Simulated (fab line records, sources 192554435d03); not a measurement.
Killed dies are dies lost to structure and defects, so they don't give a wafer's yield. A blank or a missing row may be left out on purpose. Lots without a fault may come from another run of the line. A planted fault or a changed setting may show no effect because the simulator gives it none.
fab line records | flow n5_finfet
record lots=7 wafers=21
route steps=1938 shown BEOL_M13@1659 BEOL_M14@1753 BEOL_M15@1820 PASSIVATION@1930
start_h: hours from the record's first day to the start of the lot's first wafer shown | wait_h: hours since the lot's step before | " the same as in the row above | L1.1+2: a row that stands for several wafers | - no value, or no start given | * or withheld: withheld | < > ~ a bound
route shown NAME@n: a module of which the file shows steps, and the number in the route of the first | usual: mean/standard deviation of fault-free wafers | same: alike in all rows | chamber/n: place in a boat | sites: the reading at each site | _std_site: their standard deviation | _edge_site: outer sites' mean less inner sites' | radius_mm: how far each site lies from the wafer's centre | mask NAME#n: copy n | behind: the tool/chamber that last shaped the wafer | hold: why the lot was held/for how many hours/how that ended | device: the transistor (n, p or np) that didn't switch | end of line: the same wafers' tests at the end of the route | a step without rows: its recipe alone | killed: dies lost to structure and defects at the first sort, not the wafer's yield | map: a wafer's dies, x killed, . not, _ none there
set.NAME: the setting as run; set.NAME@STEP: as run at that earlier step | model.NAME: the simulator's own value behind a step, which no gauge read
lots whose settings were changed on purpose; a table a step, a row a wafer
## steps
# step N5_BEOL_M13_ILD_DEP_00
# recipe material=SiOC target_thk_a=8379.2 temp_c=350 precursor=DEMS/O2 pressure_torr=5 rf_w=500 time_s=166.4
# columns lot.wafer tool chamber start_h wait_h set.time_s model.SiOC_of_BEOL_M13_ILD_DEP_00.thk_nm
L079.3 pecvd-04 1 255.82 0.0 152.1 766.2
L079.5 " 1 " " 166.4 856.4
L079.6 " 0 " " 152.1 786.2
L081.2 pecvd-04 1 270.93 0.0 156.9 780.8
L081.4 " 1 " " 166.4 840.4
L081.6 " 2 " " 166.4 827
L090.1 pecvd-03 1 316.78 0.0 141.8 716
L090.2 " 2 " " 166.4 843
L090.6 " 1 " " 141.8 735.6
L087.2 pecvd-02 2 320.55 0.0 190.7 939.4
L087.3 " 1 " " 166.4 835
L087.6 " 0 " " 190.7 963.8
L091.1 pecvd-02 2 321.06 0.0 166.4 818
L091.4 " 1 " " 166.4 840.4
L091.5 " 2 " " 166.4 826.4
L097.3 pecvd-02 1 366.80 0.0 182.5 911.6
L097.4 " 0 " " 166.4 850.6
L097.5 " 2 " " 182.5 921.2
L096.3 pecvd-04 0 394.50 0.0 166.4 825.6
L096.5 " 1 " " 166.4 849.2
L096.6 " 0 " " 166.4 841.4
# step N5_BEOL_M13_THK_MEAS_01
# recipe reads=SiOC_of_BEOL_M13_ILD_DEP_00
# usual M13_ILD_THK=839/9.9
# columns lot.wafer tool chamber start_h wait_h set.time_s@BEOL_M13_ILD_DEP_00 M13_ILD_THK[nm]
L079.3 film_metro-01 - 255.97 0.1 152.1 766
L079.5 " - " " 166.4 856
L079.6 " - " " 152.1 786
L081.2 film_metro-01 - 271.08 0.1 156.9 781
L081.4 " - " " 166.4 840
L081.6 " - " " 166.4 827
L090.1 film_metro-02 - 316.93 0.1 141.8 717
L090.2 " - " " 166.4 843
L090.6 " - " " 141.8 736
L087.2 film_metro-01 - 320.70 0.1 190.7 939
L087.3 " - " " 166.4 835
L087.6 " - " " 190.7 964
L091.1 film_metro-02 - 321.21 0.1 166.4 818
L091.4 " - " " 166.4 841
L091.5 " - " " 166.4 826
L097.3 film_metro-02 - 366.95 0.1 182.5 911
L097.4 " - " " 166.4 851
L097.5 " - " " 182.5 921
L096.3 film_metro-02 - 394.66 0.1 166.4 826
L096.5 " - " " 166.4 849
L096.6 " - " " 166.4 842
# step N5_BEOL_M13_ETCH_59
# recipe chemistry=N2/H2 target=BARC target_depth_a=890 overetch_a=267 time_s=67.9 ion_energy_ev=200 pressure_mtorr=30 source_w=840 bias_w=150 n2_flow_sccm=200 h2_flow_sccm=200
# columns lot.wafer tool chamber start_h wait_h set.time_s model.coat_of_BEOL_M13_COAT_04.thk_nm
L079.3 rie_diel-02 2 257.46 0.0 67.9 318.6
L079.5 " 2 " " 67.9 317.6
L079.6 " 3 " " 67.9 315.6
L081.2 rie_diel-04 1 271.63 0.0 54.98 332.6
L081.4 " 2 " " 67.9 319.2
L081.6 " 3 " " 54.98 333.2
L090.1 rie_diel-02 1 317.39 0.0 72.22 312.8
L090.2 " 0 " " 67.9 317
L090.6 " 3 " " 67.9 316.8
L087.2 rie_diel-06 3 321.13 0.0 67.9 315
L087.3 " 2 " " 52.78 331.4
L087.6 " 1 " " 67.9 316.2
L091.1+4 rie_diel-06 3,1 321.64 0.0 67.9 317.4
L091.5 " 3 " " 67.9 317
L097.3 rie_diel-04 1 367.57 0.0 67.9 319.8
L097.4 " 0 " " 67.9 316.4
L097.5 " 2 " " 67.9 317.6
L096.3 rie_diel-02 0 395.08 0.0 77.49 310.2
L096.5 " 3 " " 77.49 308.2
L096.6 " 2 " " 67.9 316
# step N5_BEOL_M13_VIA_ETCH_16
# recipe chemistry=C4F8/O2/Ar target=SiOC pressure_mtorr=30 source_w=3000 bias_w=700 Ar_flow_sccm=400 C4F8_flow_sccm=15 O2_flow_sccm=8 he_inner_torr=15 he_outer_torr=30 target_depth_a=9217 time_s=withheld ion_energy_ev=250 ends=cleared
# columns lot.wafer tool chamber start_h wait_h set.target_depth_a set.time_s@BEOL_M13_ILD_DEP_00 model.etch.depth_nm model.coat_of_BEOL_M13_COAT_04.thk_nm
L079.3 rie_diel-02 2 257.52 0.0 9217 * 766.3 92.4
L079.5 " 2 " " 8612 * 856.4 65
L079.6 " 3 " " 8612 * 786.1 83.6
L081.2 rie_diel-04 1 271.68 0.0 9217 * 780.7 102.2
L081.4 " 2 " " 9217 * 840.5 71.2
L081.6 " 3 " " 10070 * 827 89.2
L090.1 rie_diel-02 1 317.44 0.0 9217 * 715.8 101.6
L090.2 " 0 " " 8297 * 843 68.2
L090.6 " 3 " " 8297 * 735.5 99.8
L087.2 rie_diel-06 3 321.18 0.0 8181 * 939.4 38
L087.3 " 2 " " 9217 * 835 85
L087.6 " 1 " " 9217 * 963.8 31.8
L091.1 rie_diel-06 3 321.70 0.0 9217 * 818 76
L091.4 " 1 " " 9217 * 840.3 69.4
L091.5 " 3 " " 9217 * 826.4 73.2
L097.3 rie_diel-04 1 367.62 0.0 9217 * 911.6 50.8
L097.4 " 0 " " 9822 * 850.6 65.4
L097.5 " 2 " " 9822 * 921.3 46
L096.3 rie_diel-02 0 395.13 0.0 9217 * 825.2 66.8
L096.5 " 3 " " 8436 * 848.8 57.8
L096.6 " 2 " " 9217 * 841.5 67.8
# step N5_BEOL_M13_STRIP_63
# recipe chemistry=N2/H2 power_w=1000 temp_c=250 h2_frac=0.65 overash_fraction=0.3 pressure_mtorr=1000 n2_flow_sccm=1750 h2_flow_sccm=3250
# usual strip_time_to_endpoint_s=27.8/1
# columns lot.wafer tool chamber start_h wait_h set.time_s@BEOL_M13_ILD_DEP_00 strip_time_to_endpoint_s
L079.3 plasma_asher-01 1 257.77 - 152.1 34.1
L079.5 " 1 " " 166.4 26.2
L079.6 " 0 " " 152.1 31.6
L081.2 plasma_asher-02 1 271.92 - 156.9 36.8
L081.4 " 1 " " 166.4 28.0
L081.6 " 0 " " 166.4 33.2
L090.1 plasma_asher-01 0 317.68 - 141.8 36.7
L090.2 " 1 " " 166.4 27.2
L090.6 " 1 " " 141.8 36.2
L087.2 plasma_asher-01 1 321.41 - 190.7 17.7
L087.3 " 1 " " 166.4 32.0
L087.6 " 1 " " 190.7 15.7
L091.1 plasma_asher-02 0 321.93 - 166.4 29.4
L091.4 " 1 " " 166.4 27.5
L091.5 " 1 " " 166.4 28.6
L097.3 plasma_asher-01 0 367.87 - 182.5 21.9
L097.4 " 1 " " 166.4 26.3
L097.5 " 1 " " 182.5 20.3
L096.3 plasma_asher-02 1 395.46 - 166.4 26.7
L096.5 " 1 " " 166.4 24.0
L096.6 " 0 " " 166.4 27.0
# step N5_BEOL_M14_TRENCH_ETCH_34
# recipe chemistry=C4F8/O2/Ar target=SiO2 target_depth_a=5566.5 mask_material=SOC he_inner_torr=15 he_outer_torr=30 time_s=126.9 ion_energy_ev=800 pressure_mtorr=20 source_w=1905 bias_w=2040 Ar_flow_sccm=400 C4F8_flow_sccm=16 O2_flow_sccm=12
# usual rf_vpp_V=2226/25
# columns lot.wafer tool chamber start_h wait_h set.bias_w rf_vpp_V
L079.3 rie_diel-01 0 268.37 0.0 2040 2224
L079.5 " 1 " " 2040 2210
L079.6 " 2 " " 2040 2218
L081.2 rie_diel-03 3 278.93 0.0 2387 2470
L081.4 " 0 " " 2387 2535
L081.6 " 0 " " 2040 2276
L090.1 rie_diel-03 2 325.44 0.0 2040 2245
L090.2 " 1 " " 2264 2380
L090.6 " 1 " " 2040 2212
L087.2 rie_diel-01 1 327.62 0.0 2040 2209
L087.3 " 1 " " 2040 2211
L087.6 " 2 " " 2040 2217
L091.1 rie_diel-03 0 328.51 0.0 2040 2276
L091.4 " 0 " " 2040 2275
L091.5 " 1 " " 2040 2213
L097.3 rie_diel-03 0 382.16 0.0 2040 2272
L097.4 " 1 " " 2040 2210
L097.5 " 1 " " 2364 2449
L096.3 rie_diel-03 3 406.44 0.0 2040 2214
L096.5 " 2 " " 2040 2244
L096.6 " 1 " " 2040 2214
# step N5_BEOL_M15_SPUTTER_44
# recipe material=Ta target_thk_a=150 temp_c=50 bias_v=80 power_w=15000 chamber_pressure_pa=0.07 time_s=24.19
# columns lot.wafer tool chamber start_h wait_h set.power_w model.Ta_of_BEOL_M15_SPUTTER_44.thk_nm
L079.3 pvd_sputter-03 - 276.01 0.0 16250 16.2
L079.5 " - " " 16250 16.4
L079.6 " - " " 15000 15
L081.2 pvd_sputter-03 - 286.46 0.0 15000 14.8
L081.4+6 " - " " 13920 14
L090.1+2 pvd_sputter-01 - 335.78 0.0 13810 13.6
L090.6 " - " " 15000 14.8
L087.2 pvd_sputter-01 - 339.02 0.0 15000 15.4
L087.3 " - " " 15000 14.8
L087.6 " - " " 15000 15.2
L091.1+5 pvd_sputter-02 - 339.16 0.0 15000 14.6
L091.4 " - " " 15000 14.4
L097.3 pvd_sputter-03 - 393.45 0.0 13390 13.4
L097.4 " - " " 15000 14.8
L097.5 " - " " 13390 13.2
L096.3 pvd_sputter-01 - 418.33 0.0 17620 17.6
L096.5+6 " - " " 15000 15.2
# step N5_PASSIVATION_ETCH_54
# recipe chemistry=CHF3/O2 target=SiO2 target_depth_a=8800 CHF3_flow_sccm=50 O2_flow_sccm=5 Ar_flow_sccm=200 time_s=440 mask_material=PR pressure_mtorr=30 source_w=650 bias_w=170 ion_energy_ev=200
# columns lot.wafer tool chamber start_h wait_h set.time_s model.PASSIVATION.feature_depth_nm model.etch.depth_nm
L079.3 rie_diel-05 3 290.09 0.1 440 898.6 898.6
L079.5 " 1 " " 487.5 980.8 980.8
L079.6 " 0 " " 440 867 867
L081.2 rie_diel-01 3 299.22 0.1 440 886.4 886.3
L081.4 " 1 " " 475.8 951.8 951.8
L081.6 " 0 " " 440 872.6 872.5
L090.1 rie_diel-03 1 348.78 0.1 465.6 912.4 912.4
L090.2 " 2 " " 465.6 967.6 967.6
L090.6 " 1 " " 440 865.8 865.9
L087.2 rie_diel-01 2 349.85 0.1 440 875.8 875.8
L087.3 " 0 " " 440 859.2 859.2
L087.6 " 1 " " 440 875 875
L091.1 rie_diel-01 2 350.44 0.1 440 874.2 874.3
L091.4 " 2 " " 440 875.6 875.6
L091.5 " 0 " " 440 870.2 870.3
L097.3 rie_diel-03 0 409.29 0.1 440 866.2 866.3
L097.4 " 1 " " 440 864.2 864.2
L097.5 " 2 " " 440 896.4 896.4
L096.3 rie_diel-03 3 431.84 0.1 440 877.2 877.3
L096.5 " 1 " " 440 863.4 863.4
L096.6 " 2 " " 440 908 908
## key
split step=N5_BEOL_M13_ILD_DEP_00 setting=time_s stated=166.4 by=wafer
response step=N5_BEOL_M13_ILD_DEP_00 reading=model.SiOC_of_BEOL_M13_ILD_DEP_00.thk_nm change=+8.01 per=1% r=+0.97
response step=N5_BEOL_M13_THK_MEAS_01 reading=M13_ILD_THK change=+8 per=1% r=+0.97
response step=N5_BEOL_M13_VIA_ETCH_16 reading=model.etch.depth_nm change=+8.02 per=1% r=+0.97
response step=N5_BEOL_M13_VIA_ETCH_16 reading=model.coat_of_BEOL_M13_COAT_04.thk_nm change=-2.69 per=1% r=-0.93
response step=N5_BEOL_M13_STRIP_63 reading=strip_time_to_endpoint_s change=* per=1% r=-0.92
split step=N5_BEOL_M13_ETCH_59 setting=time_s stated=67.9 by=wafer
response step=N5_BEOL_M13_ETCH_59 reading=model.coat_of_BEOL_M13_COAT_04.thk_nm change=-0.669 per=1% r=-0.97
split step=N5_BEOL_M13_VIA_ETCH_16 setting=target_depth_a stated=9217 by=wafer
response none clear
split step=N5_BEOL_M14_TRENCH_ETCH_34 setting=bias_w stated=2040 by=wafer
response step=N5_BEOL_M14_TRENCH_ETCH_34 reading=rf_vpp_V change=+13.3 per=1% r=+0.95
split step=N5_BEOL_M15_SPUTTER_44 setting=power_w stated=15000 by=wafer
response step=N5_BEOL_M15_SPUTTER_44 reading=model.Ta_of_BEOL_M15_SPUTTER_44.thk_nm change=+0.139 per=1% r=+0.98
split step=N5_PASSIVATION_ETCH_54 setting=time_s stated=440 by=wafer
response step=N5_PASSIVATION_ETCH_54 reading=model.PASSIVATION.feature_depth_nm change=+9.59 per=1% r=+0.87
response step=N5_PASSIVATION_ETCH_54 reading=model.etch.depth_nm change=+9.6 per=1% r=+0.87
